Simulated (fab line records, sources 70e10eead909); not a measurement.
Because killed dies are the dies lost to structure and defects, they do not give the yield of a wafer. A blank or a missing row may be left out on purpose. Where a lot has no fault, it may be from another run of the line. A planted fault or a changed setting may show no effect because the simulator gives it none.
Matching of chambers || flow nand-harc || pecvd-04 running NHARC_A_M0_PRE_CLEAN_31: 3 sister chambers
The step time 12 s. 6 wafers are shown with their chamber, then 7 later ones without.

## WAFERS PAIRED WITH THEIR CHAMBERS
{"wafer": "L475.4", "chamber": 1, "rf-fwd-power-W (W)": 293.2, "heater-power-w (W)": 732}
{"wafer": "L478.3", "chamber": 0, "rf-fwd-power-W (W)": 292.0, "heater-power-w (W)": 716}
{"wafer": "L478.4", "chamber": 0, "rf-fwd-power-W (W)": 291.7, "heater-power-w (W)": 737}
{"wafer": "L478.6", "chamber": 2, "rf-fwd-power-W (W)": 291.8, "heater-power-w (W)": 765}
{"wafer": "L480.1", "chamber": 1, "rf-fwd-power-W (W)": 291.8, "heater-power-w (W)": 755}
{"wafer": "L480.3", "chamber": 2, "rf-fwd-power-W (W)": 292.7, "heater-power-w (W)": 801}

## WAFERS WHOSE CHAMBER IS MISSING
{"wafer": "L480.5", "rf-fwd-power-W (W)": 292.8, "heater-power-w (W)": 778}
{"wafer": "L481.2", "rf-fwd-power-W (W)": 292.5, "heater-power-w (W)": 790}
{"wafer": "L481.4", "rf-fwd-power-W (W)": 292.2, "heater-power-w (W)": 708}
{"wafer": "L481.6", "rf-fwd-power-W (W)": 293.5, "heater-power-w (W)": 768}
{"wafer": "L484.3", "rf-fwd-power-W (W)": 291.1, "heater-power-w (W)": 727}
{"wafer": "L484.4", "rf-fwd-power-W (W)": 290.7, "heater-power-w (W)": 786}
{"wafer": "L484.5", "rf-fwd-power-W (W)": 290.9, "heater-power-w (W)": 728}

## CHAMBER TAKEN BY EACH
{"wafer": "L480.5", "from the rows above": "can't be placed: 2 or 1", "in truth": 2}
{"wafer": "L481.2", "from the rows above": "can't be placed: 2 or 1", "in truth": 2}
{"wafer": "L481.4", "from the rows above": "can't be placed: 0 or 1", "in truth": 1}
{"wafer": "L481.6", "from the rows above": "can't be placed: 1 or 2 or 0", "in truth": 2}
{"wafer": "L484.3", "from the rows above": "can't be placed: 0 or 1", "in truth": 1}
{"wafer": "L484.4", "from the rows above": "can't be placed: 2 or 1 or 0", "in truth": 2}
{"wafer": "L484.5", "from the rows above": "can't be placed: 0 or 1", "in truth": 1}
Placed correctly: 0 of 7. Cannot be placed on the basis of these rows: 7; the candidates contain the true chamber in 7. Wrongly placed: 0.
How it was worked out, from the rows above alone: a wafer's distance from a chamber is the root of the sum, over the readings, of the square of ((its reading less the chamber's mean) divided by the reading's scatter). If the next closest chamber is less than 2 further off than the closest, the wafer can't be placed; otherwise it belongs to the closest. The mean given for a chamber averages the wafers shown for that chamber. How the scatter is found: for the shown wafers, subtract from each reading the mean of its chamber, square and add these, divide the total by (wafers less chambers), then take the root.
